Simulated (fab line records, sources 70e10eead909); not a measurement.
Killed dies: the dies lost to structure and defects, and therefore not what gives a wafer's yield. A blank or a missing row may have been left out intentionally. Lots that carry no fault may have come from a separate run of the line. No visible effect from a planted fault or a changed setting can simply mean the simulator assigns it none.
Matching of chambers ; flow nand_harc ; pecvd-01 running NHARC_P_M0_PRE_CLEAN_31: 3 sister chambers
The step time 12 s. 16 wafers are shown with their chamber, then 8 later ones without.

## WAFERS WITH THEIR CHAMBER
wafer;chamber;rf_fwd_power_W (W);heater_power_w (W)
L077.3;1;292.9;617
L077.4;1;292.2;592
L077.5;2;292.8;644
L080.2;0;293.1;688
L080.4;1;291.9;637
L080.6;0;292.9;685
L081.1;0;291.9;682
L081.2;1;292.0;605
L081.3;2;293.0;612
L083.3;0;292.5;577
L083.4;1;293.0;572
L083.5;0;292.4;576
L084.2;2;292.9;578
L084.5;2;293.1;597
L084.6;1;292.2;526
L086.1;0;291.5;615

SIGNATURES (means of the wafers above)
reading;chamber 0;chamber 1;chamber 2;scatter within a chamber
rf_fwd_power_W;292.383;292.367;292.950;0.476
heater_power_w;637.17;591.50;607.75;43.5
Rule: for each reading, subtract the chamber's mean from the wafer's reading, divide by that reading's scatter and square the result; add these up over the readings and take the root, which gives the wafer's distance from the chamber. The wafer belongs to the nearest chamber; if the next one is less than 2 further off, it can't be placed. The scatter: take each reading less its chamber's mean, square it, sum over the shown wafers, divide by the number of wafers less the number of chambers, and take the root.

## WAFERS WHOSE CHAMBER IS MISSING
wafer;rf_fwd_power_W (W);heater_power_w (W)
L086.2;292.1;702
L086.5;291.1;703
L088.2;294.5;647
L088.5;292.7;559
L088.6;292.4;704
L090.1;293.6;682
L090.4;293.0;698
L090.5;293.7;707

## WHICH CHAMBER EACH WENT THROUGH
wafer;from the rows above;in truth
L086.2;can't be placed: 0 or 1 or 2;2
L086.5;can't be placed: 0 or 1 or 2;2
L088.2;can't be placed: 2 or 0 or 1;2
L088.5;can't be placed: 1 or 2 or 0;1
L088.6;can't be placed: 0 or 2 or 1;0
L090.1;can't be placed: 2 or 0 or 1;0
L090.4;can't be placed: 0 or 2 or 1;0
L090.5;can't be placed: 2 or 0 or 1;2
Placed correctly: 0 of 8. Not placeable from these rows: 8 (in 8, the candidates include the true chamber). Placed wrongly: 0.
